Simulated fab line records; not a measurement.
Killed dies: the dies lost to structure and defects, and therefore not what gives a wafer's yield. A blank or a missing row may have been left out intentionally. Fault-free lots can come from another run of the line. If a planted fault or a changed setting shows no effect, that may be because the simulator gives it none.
Split-lot experiment -- flow n5 finfet -- 21 wafers read from 7 lots, route of 1938 steps

## ON THE SPLIT
At N5_BEOL_M0_SAQP_PEB_12 (peb time 60 s), the setting peb time s was moved away from the recipe's 60 s on 9 of the 21 wafers read, by -21.4% to +16.4%. The other wafers ran this setting at the recipe's value.

## FROM THE SPLIT TO THE READING: what the file shows between them, 1 step
- N5_BEOL_M0_SAQP_DEVELOP_13: develop time 30 s

## THE READING
cd nm at N5_BEOL_M0_SAQP_CD_MEAS_14, given in nm (cd target 42.5 nm). Fault-free wafers of this fab line usually give 42.5 nm, standard deviation 0.31 nm.

wafer,"tool, chamber at the split","peb time s as run, s",against the recipe,"cd nm, nm",against lot-mates on the recipe
L078.3,"litho track-01, 0",60,recipe,42.6,-
L078.4,"litho track-01, 0",60,recipe,42.7,-
L078.6,"litho track-01, 0",60,recipe,42.6,-
L080.1,"litho track-03, 0",54.09,-9.8%,44.2,+1.5
L080.2,"litho track-03, 0",60,recipe,42.5,-
L080.6,"litho track-03, 0",60,recipe,42.9,-
L082.1,"litho track-01, 0",60,recipe,42.5,-
L082.3,"litho track-01, 0",60,recipe,42.0,-
L082.6,"litho track-01, 0",60,recipe,42.4,-
L084.2,"litho track-01, 0",60,recipe,42.6,-
L084.3,"litho track-01, 0",60,recipe,42.3,-
L084.4,"litho track-01, 0",48.64,-18.9%,46.1,+3.6
L087.2,"litho track-01, 0",47.14,-21.4%,46.3,+3.8
L087.3,"litho track-01, 0",60,recipe,42.5,-
L087.6,"litho track-01, 0",47.14,-21.4%,46.7,+4.2
L093.1,"litho track-01, 0",48.72,-18.8%,45.9,no lot-mate on the recipe
L093.3,"litho track-01, 0",48.72,-18.8%,46.2,no lot-mate on the recipe
L093.6,"litho track-01, 0",48.72,-18.8%,46.1,no lot-mate on the recipe
L094.2,"litho track-01, 0",60,recipe,41.9,-
L094.3,"litho track-01, 0",69.86,+16.4%,39.7,-2.2
L094.5,"litho track-01, 0",69.86,+16.4%,39.6,-2.3

THE FIT
A straight line over all 21 wafers: cd nm changes by -0.185 nm for each +1% of peb time s; r = -0.99; the points scatter about the line by 0.25 nm.
The same after taking each lot's own level away (the mean of its wafers on the recipe; 18 wafers): -0.17 nm for each +1%; r = -0.99; scatter 0.27 nm.
That fit puts the effect of the largest move of peb time s on the reading at 3.6 nm.
The span of the lots' own levels, 41.90 to 42.70 nm, comes to 2.6 times the standard deviation stated above.
The two slopes are in agreement: the lot-to-lot level therefore moves the slope only a little.
Check: +3.74 nm against its lot-mates is what the line predicts for one of the wafers moved furthest among these (-21.4%) when that wafer is left out of the fit. It came out at +3.8 nm against them.

## FURTHER SPLITS ON THESE WAFERS
Before the reading, these wafers also passed through other splits. Each is held against what the fit with the lots' levels taken away leaves over:
other split on the same wafers,wafers away from the commonest value,r with cd nm (lot level and that fit taken away)
N5_BEOL_M0_SAQP_PECVD_97 time s,7,+0.00

## FILE'S OWN FIT
cd nm changes by -0.175 nm for each +1% of peb time s, r = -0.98.
